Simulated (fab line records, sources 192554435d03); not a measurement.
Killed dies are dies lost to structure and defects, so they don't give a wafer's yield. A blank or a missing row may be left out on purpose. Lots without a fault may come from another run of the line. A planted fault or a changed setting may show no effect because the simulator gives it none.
fab line records | flow n5_finfet
record lots=14 wafers=42 last_day=17
route steps=1938 shown BEOL_M1@827 BEOL_M2@841 BEOL_M4@1111
lots that met no fault: from a run of the same line without faults
start_h: hours from the record's first day to the start of the lot's first wafer shown | wait_h: hours since the lot's step before | " the same as in the row above | L1.1+2: a row that stands for several wafers | - no value, or no start given | * or withheld: withheld | < > ~ a bound
route shown NAME@n: a module of which the file shows steps, and the number in the route of the first | usual: mean/standard deviation of fault-free wafers | same: alike in all rows | chamber/n: place in a boat | sites: the reading at each site | _std_site: their standard deviation | _edge_site: outer sites' mean less inner sites' | radius_mm: how far each site lies from the wafer's centre | mask NAME#n: copy n | behind: the tool/chamber that last shaped the wafer | hold: why the lot was held/for how many hours/how that ended | device: the transistor (n, p or np) that didn't switch | end of line: the same wafers' tests at the end of the route | a step without rows: its recipe alone | killed: dies lost to structure and defects at the first sort, not the wafer's yield | map: a wafer's dies, x killed, . not, _ none there
set.NAME: the setting as run; set.NAME@STEP: as run at that earlier step | model.NAME: the simulator's own value behind a step, which no gauge read
steps of the route over a sample of lots; a table a step, a row a wafer
services: from which hour (start_h, from the record's first day; less than 0 if before it) a tool's chamber was out of use, for how many hours, and why
## steps
# step N5_BEOL_M1_ANNEAL_93
# recipe temp_c=400 time_s=240 ambient=vacuum
# usual heater_power_w=817/83
# columns lot.wafer tool chamber start_h wait_h heater_power_w
L529.1 pvd_sputter-01 - 143.42 0.0 872
L529.4 " - " " 901
L529.5 " - " " 877
L530.4 pvd_sputter-03 - 156.32 0.1 800
L530.5 " - " " 682
L530.6 " - " " 891
L533.1 pvd_sputter-03 - 158.75 0.0 814
L533.4 " - " " 909
L533.5 " - " " 700
L535.2 pvd_sputter-02 - 167.64 0.0 873
L535.3 " - " " 641
L535.6 " - " " 823
L534.3 pvd_sputter-02 - 176.83 0.0 729
L534.4 " - " " 851
L534.5 " - " " 634
L537.2 pvd_sputter-02 - 184.73 0.0 632
L537.3 " - " " 873
L537.5 " - " " 868
L538.2 pvd_sputter-01 - 193.97 0.0 891
L538.3 " - " " 854
L538.5 " - " " 880
L540.2 pvd_sputter-03 - 205.42 0.0 907
L540.3 " - " " 796
L540.6 " - " " 794
L542.4 pvd_sputter-01 - 212.33 0.0 879
L542.5 " - " " 873
L542.6 " - " " 839
L541.1 pvd_sputter-01 - 218.07 0.0 887
L541.5 " - " " 857
L541.6 " - " " 857
L543.1 pvd_sputter-02 - 219.33 0.0 709
L543.3 " - " " 848
L543.5 " - " " 872
L549.2 pvd_sputter-02 - 253.09 0.0 650
L549.5 " - " " 846
L549.6 " - " " 655
L550.2 pvd_sputter-03 - 265.65 0.0 816
L550.4 " - " " 889
L550.5 " - " " 778
L551.3 pvd_sputter-01 - 269.07 0.0 890
L551.4 " - " " 836
L551.5 " - " " 841
# step N5_BEOL_M1_THK_MEAS_53
# recipe thk_meas_gauge=xrf reads=Cu_of_BEOL_M1_ECD_50
# usual M1_THK=40.7/1.7
# columns lot.wafer tool chamber start_h wait_h M1_THK[nm]
L529.1 film_metro-02 - 144.57 - 42.5
L529.4 " - " " 41.9
L529.5 " - " " 42.8
L530.4 film_metro-01 - 157.60 - 42.5
L530.5 " - " " 40.0
L530.6 " - " " 42.3
L533.1 film_metro-01 - 159.91 - 40.4
L533.4 " - " " 39.5
L533.5 " - " " 40.0
L535.2 film_metro-01 - 168.82 - 39.8
L535.3 " - " " 36.3
L535.6 " - " " 38.3
L534.3 film_metro-02 - 177.97 - 40.5
L534.4 " - " " 39.6
L534.5 " - " " 41.2
L537.2 film_metro-01 - 185.96 - 42.1
L537.3 " - " " 40.3
L537.5 " - " " 41.6
L538.2 film_metro-01 - 195.12 - 40.2
L538.3 " - " " 38.6
L538.5 " - " " 42.1
L540.2 film_metro-01 - 206.61 - 39.0
L540.3 " - " " 39.4
L540.6 " - " " 40.3
L542.4 film_metro-01 - 213.48 - 41.9
L542.5 " - " " 41.3
L542.6 " - " " 42.4
L541.1 film_metro-02 - 219.22 - 38.3
L541.5 " - " " 41.4
L541.6 " - " " 43.6
L543.1 film_metro-02 - 220.76 - 40.3
L543.3 " - " " 39.5
L543.5 " - " " 39.9
L549.2 film_metro-02 - 254.24 - 38.1
L549.5 " - " " 40.5
L549.6 " - " " 40.7
L550.2 film_metro-01 - 266.80 - 41.4
L550.4 " - " " 43.4
L550.5 " - " " 42.9
L551.3 film_metro-02 - 270.22 - 39.7
L551.4 " - " " 42.3
L551.5 " - " " 42.4
# step N5_BEOL_M1_INSPECT_59
# recipe inspect_instrument=darkfield mode=post_dep
# usual raw_defect_count=75/23
# columns lot.wafer tool chamber start_h wait_h raw_defect_count
L529.1 defect_inspect-02 - 144.89 0.0 98
L529.4 " - " " 72
L529.5 " - " " 75
L530.4 defect_inspect-02 - 157.88 0.0 87
L530.5 " - " " 81
L530.6 " - " " 67
L533.1 defect_inspect-01 - 160.20 0.0 82
L533.4 " - " " 143
L533.5 " - " " 103
L535.2 defect_inspect-01 - 169.11 0.0 68
L535.3 " - " " 97
L535.6 " - " " 97
L534.3 defect_inspect-02 - 178.27 0.0 79
L534.4 " - " " 101
L534.5 " - " " 60
L537.2 defect_inspect-02 - 186.25 0.0 80
L537.3 " - " " 68
L537.5 " - " " 54
L538.2 defect_inspect-01 - 195.47 0.0 30
L538.3 " - " " 35
L538.5 " - " " 43
L540.2 defect_inspect-02 - 206.90 0.0 62
L540.3 " - " " 51
L540.6 " - " " 87
L542.4 defect_inspect-01 - 213.80 0.0 153
L542.5 " - " " 76
L542.6 " - " " 47
L541.1 defect_inspect-01 - 219.51 0.0 41
L541.5 " - " " 76
L541.6 " - " " 72
L543.1 defect_inspect-01 - 221.10 0.0 91
L543.3 " - " " 68
L543.5 " - " " 74
L549.2 defect_inspect-02 - 254.53 0.0 50
L549.5 " - " " 50
L549.6 " - " " 42
L550.2 defect_inspect-01 - 267.09 0.0 94
L550.4 " - " " 114
L550.5 " - " " 60
L551.3 defect_inspect-01 - 270.51 0.0 69
L551.4 " - " " 101
L551.5 " - " " 77
# step N5_BEOL_M2_ILD_DEP_00
# recipe material=SiOC target_thk_a=790 temp_c=350 precursor=DEMS/O2 pressure_torr=5 rf_w=500 time_s=15.3
# usual heater_power_w=443/63 showerhead_plenum_p_Torr=5.694/0.022 throttle_valve_pct=12.0/1.2
# columns lot.wafer tool chamber start_h wait_h heater_power_w showerhead_plenum_p_Torr throttle_valve_pct
L529.1 pecvd-02 1 144.93 0.0 355 5.727 13.5
L529.4 " 1 " " 359 5.723 13.7
L529.5 " 0 " " 450 5.701 11.0
L530.4 pecvd-01 2 157.93 0.1 527 5.661 13.1
L530.5 " 1 " " 588 5.700 13.3
L530.6 " 0 " " 496 5.728 11.6
L533.1 pecvd-03 1 160.24 0.0 483 5.665 11.0
L533.4 " 1 " " 481 5.667 11.0
L533.5 " 2 " " 423 5.687 10.8
L535.2 pecvd-03 2 169.14 0.0 432 5.668 11.1
L535.3 " 0 " " 350 5.717 13.8
L535.6 " 0 " " 345 5.718 13.5
L534.3 pecvd-03 1 178.31 0.0 431 5.673 10.9
L534.4 " 0 " " 346 5.717 13.7
L534.5 " 1 " " 435 5.667 10.8
L537.2 pecvd-02 1 186.29 0.0 403 5.727 13.5
L537.3 " 0 " " 471 5.702 11.1
L537.5 " 2 " " 517 5.684 11.1
L538.2 pecvd-02 0 195.51 0.0 432 5.692 11.2
L538.3 " 1 " " 373 5.710 13.6
L538.5 " 1 " " 389 5.731 13.6
L540.2 pecvd-02 2 206.93 0.0 507 5.674 11.1
L540.3 " 0 " " 434 5.696 11.1
L540.6 " 2 " " 500 5.681 11.1
L542.4 pecvd-02 1 213.85 0.1 398 5.723 13.4
L542.5 " 2 " " 445 5.667 11.1
L542.6 " 0 " " 418 5.701 11.2
L541.1 pecvd-03 1 219.54 0.0 446 5.666 10.8
L541.5 " 1 " " 465 5.663 10.9
L541.6 " 0 " " 378 5.708 13.5
L543.1 pecvd-03 0 221.13 0.0 314 5.715 13.7
L543.3 " 2 " " 439 5.692 11.1
L543.5 " 1 " " 396 5.676 10.9
L549.2 pecvd-03 2 254.57 0.0 452 5.691 11.0
L549.5 " 0 " " 370 5.702 13.5
L549.6 " 2 " " 456 5.670 11.1
L550.2 pecvd-03 2 267.12 0.0 392 5.671 11.2
L550.4 " 2 " " 390 5.680 11.1
L550.5 " 1 " " 477 5.665 10.9
L551.3 pecvd-03 1 270.55 0.0 446 5.655 10.8
L551.4 " 0 " " 314 5.713 13.6
L551.5 " 2 " " 433 5.684 11.0
# step N5_BEOL_M2_THK_MEAS_01
# recipe reads=SiOC_of_BEOL_M2_ILD_DEP_00
# usual M2_ILD_THK=79.1/1.3
# columns lot.wafer tool chamber start_h wait_h M2_ILD_THK[nm]
L529.1 film_metro-01 - 145.00 0.0 78.7
L529.4 " - " " 79.9
L529.5 " - " " 79.4
L530.4 film_metro-02 - 157.99 0.0 78.9
L530.5 " - " " 80.5
L530.6 " - " " 79.0
L533.1 film_metro-01 - 160.31 0.0 79.3
L533.4 " - " " 79.2
L533.5 " - " " 80.1
L535.2 film_metro-01 - 169.21 0.1 79.3
L535.3 " - " " 77.1
L535.6 " - " " 78.0
L534.3 film_metro-01 - 178.38 0.1 79.3
L534.4 " - " " 78.5
L534.5 " - " " 79.3
L537.2 film_metro-02 - 186.36 0.1 80.7
L537.3 " - " " 79.6
L537.5 " - " " 81.4
L538.2 film_metro-02 - 195.58 0.1 80.2
L538.3 " - " " 81.8
L538.5 " - " " 82.2
L540.2 film_metro-02 - 207.00 0.1 78.3
L540.3 " - " " 43.7
L540.6 " - " " 79.7
L542.4 film_metro-01 - 213.90 0.0 80.1
L542.5 " - " " 79.7
L542.6 " - " " 44.4
L541.1 film_metro-01 - 219.63 0.1 78.2
L541.5 " - " " 78.9
L541.6 " - " " 77.3
L543.1 film_metro-02 - 221.20 0.0 77.1
L543.3 " - " " 79.4
L543.5 " - " " 79.8
L549.2 film_metro-01 - 254.65 0.1 79.5
L549.5 " - " " 77.9
L549.6 " - " " 81.1
L550.2 film_metro-01 - 267.19 0.1 79.0
L550.4 " - " " 78.6
L550.5 " - " " 79.4
L551.3 film_metro-01 - 270.61 0.1 79.2
L551.4 " - " " 78.1
L551.5 " - " " 78.9
# step N5_BEOL_M4_RC_MEAS_101
# usual DIBL_N=37.3/2.3 DIBL_P=37.4/2.9 IOFF_N=0.18/0.045 IOFF_P=0.25/0.054 ION_N=679/15 ION_P=468/9.7 SS_N=71.8/0.62 SS_P=73.6/0.76 VT_N=248/4.1 VT_P=-248/3.6
# columns lot.wafer tool chamber start_h wait_h DIBL_N[mV/V] DIBL_P[mV/V] IOFF_N[nA/um] IOFF_P[nA/um] ION_N[uA/um] ION_P[uA/um] SS_N[mV/dec] SS_P[mV/dec] VT_N[mV] VT_P[mV]
L529.1 prober-01 0 182.56 0.0 36.8 37.7 0.16 0.26 687 483 72.0 74.3 247 -246
L529.4 " 0 " " 36.2 35.5 0.14 0.24 669 466 71.4 73.4 251 -245
L529.5 " 0 " " 37.5 37.9 0.17 0.28 689 482 71.9 73.8 246 -246
L530.4 prober-02 0 189.93 0.5 33.6 32.9 0.12 0.20 655 456 71.0 73.3 252 -247
L530.5 " 0 " " 32.9 33.4 0.12 0.20 667 469 70.7 72.9 255 -248
L530.6 " 0 " " 37.0 36.0 0.18 0.24 675 464 71.3 73.5 247 -249
L533.1 prober-02 0 195.36 0.0 39.0 39.4 0.20 0.25 681 464 71.6 74.0 247 -249
L533.4 " 0 " " 40.6 43.2 0.26 0.31 693 473 72.8 74.9 243 -248
L533.5 " 0 " " 37.3 38.2 0.17 0.22 698 469 72.0 73.0 248 -251
L535.2 prober-01 0 199.46 0.2 35.1 35.3 0.15 0.22 687 473 71.1 73.1 246 -248
L535.3 " 0 " " 37.2 38.0 0.19 0.27 687 472 72.2 73.1 245 -245
L535.6 " 0 " " 37.0 37.3 0.19 0.26 687 470 71.5 73.8 245 -247
L534.3 prober-02 0 214.31 0.3 34.8 33.3 0.13 0.20 670 466 70.5 74.2 250 -251
L534.4 " 0 " " 36.0 36.1 0.16 0.25 673 460 71.8 74.5 247 -249
L534.5 " 0 " " 33.0 31.3 0.11 0.18 672 465 70.0 73.2 253 -251
L537.2 prober-02 0 218.02 0.2 39.1 39.9 0.21 0.28 685 467 71.8 74.1 245 -247
L537.3 " 0 " " 38.3 37.7 0.19 0.24 680 461 71.5 72.9 248 -249
L537.5 " 0 " " 41.6 44.0 0.27 0.34 706 480 73.0 75.6 244 -245
L538.2 prober-01 0 235.89 0.2 36.9 38.9 0.18 0.25 673 462 72.5 73.3 247 -249
L538.3 " 0 " " 32.6 32.7 0.11 0.16 675 461 70.8 72.4 258 -254
L538.5 " 0 " " 36.2 38.4 0.19 0.25 692 472 72.3 73.1 246 -246
L542.4 prober-01 0 242.36 0.5 38.6 39.5 0.19 0.26 668 457 72.1 74.2 248 -251
L542.5 " 0 " " 37.7 38.2 0.17 0.25 683 469 72.4 73.5 248 -251
L540.2 prober-02 0 242.59 0.2 39.9 41.3 0.23 0.32 704 487 72.3 74.4 243 -244
L540.6 " 0 " " 40.8 42.1 0.24 0.35 692 484 71.7 74.7 241 -241
L541.1 prober-02 0 260.49 0.0 39.9 41.6 0.25 0.33 703 481 71.6 73.8 245 -243
L541.5 " 0 " " 33.8 33.4 0.12 0.18 675 470 71.2 72.9 252 -251
L541.6 " 0 " " 36.5 36.2 0.15 0.22 658 465 71.5 73.8 253 -247
L543.1 prober-01 0 262.31 0.0 41.3 41.0 0.29 0.34 697 476 71.5 74.8 239 -244
L543.3 " 0 " " 36.2 35.4 0.17 0.23 689 479 71.1 73.6 246 -246
L543.5 " 0 " " 35.9 33.3 0.14 0.19 667 455 71.7 72.6 251 -250
L549.2 prober-02 0 295.89 0.2 40.7 41.8 0.23 0.30 679 467 72.8 73.9 244 -248
L549.5 " 0 " " 35.8 35.6 0.14 0.20 662 462 71.7 73.1 252 -252
L549.6 " 0 " " 39.5 41.2 0.22 0.28 677 464 73.2 74.6 246 -249
L550.2 prober-01 0 300.67 0.2 38.2 37.6 0.17 0.22 663 455 72.4 73.6 254 -252
L550.4 " 0 " " 38.9 41.0 0.22 0.31 688 470 72.6 74.6 244 -246
L550.5 " 0 " " 34.8 34.9 0.12 0.19 654 460 71.5 73.9 257 -251
L551.3 prober-02 0 301.76 0.3 38.2 36.8 0.19 0.30 680 476 71.5 73.7 246 -242
L551.4 " 0 " " 37.2 36.0 0.18 0.26 681 468 71.3 73.0 246 -246
L551.5 " 0 " " 34.7 33.0 0.13 0.21 675 472 71.0 72.6 251 -248
## services
# columns tool chamber start_h hours kind
pecvd-02 - 156.71 0.9 repair
pvd_sputter-01 - 166.67 1.7 repair
pecvd-03 - 174.60 0.8 pm
pecvd-03 - 182.50 5.7 repair
pecvd-01 0 193.17 7.0 repair
pecvd-01 2 202.38 - clean
pecvd-01 2 202.38 - consumable_replace:showerhead
pecvd-01 2 202.38 29.0 scheduled_down
pecvd-01 2 202.38 29.0 vent_cycle
pecvd-03 2 209.27 11.5 repair
pecvd-03 1 212.26 4.4 repair
pecvd-03 1 244.59 14.5 repair
## key
first_sign step=N5_BEOL_M2_THK_MEAS_01 reading=M2_ILD_THK direction=down sigmas=27 usual=79.1 struck=44.1
effect none on later readings
met_at N5_BEOL_M2_ILD_DEP_00
struck_lots L540,L542
struck_wafers L540.3,L542.6
later_rows_left_out L540.3,L542.6
sort_left_out L540.3,L542.6
not_acting_at N5_BEOL_M1_ANNEAL_93,N5_BEOL_M1_THK_MEAS_53,N5_BEOL_M1_INSPECT_59
onset_between 195.51 206.93
fault kind=process_parameter_drift tool=pecvd-02 chamber=0 onset_h=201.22 steps=N5_BEOL_M2_ILD_DEP_00 channel=time_s offset=* shape=step end_h=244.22 acts_in=* stated=*
# sort_left_out: the simulated sort isn't trusted on such a fault, so these wafers' sort isn't shown, and their yield isn't known
# later_rows_left_out: the simulator's readings of these wafers behind a module that went badly wrong aren't trusted and aren't shown, but for the sort
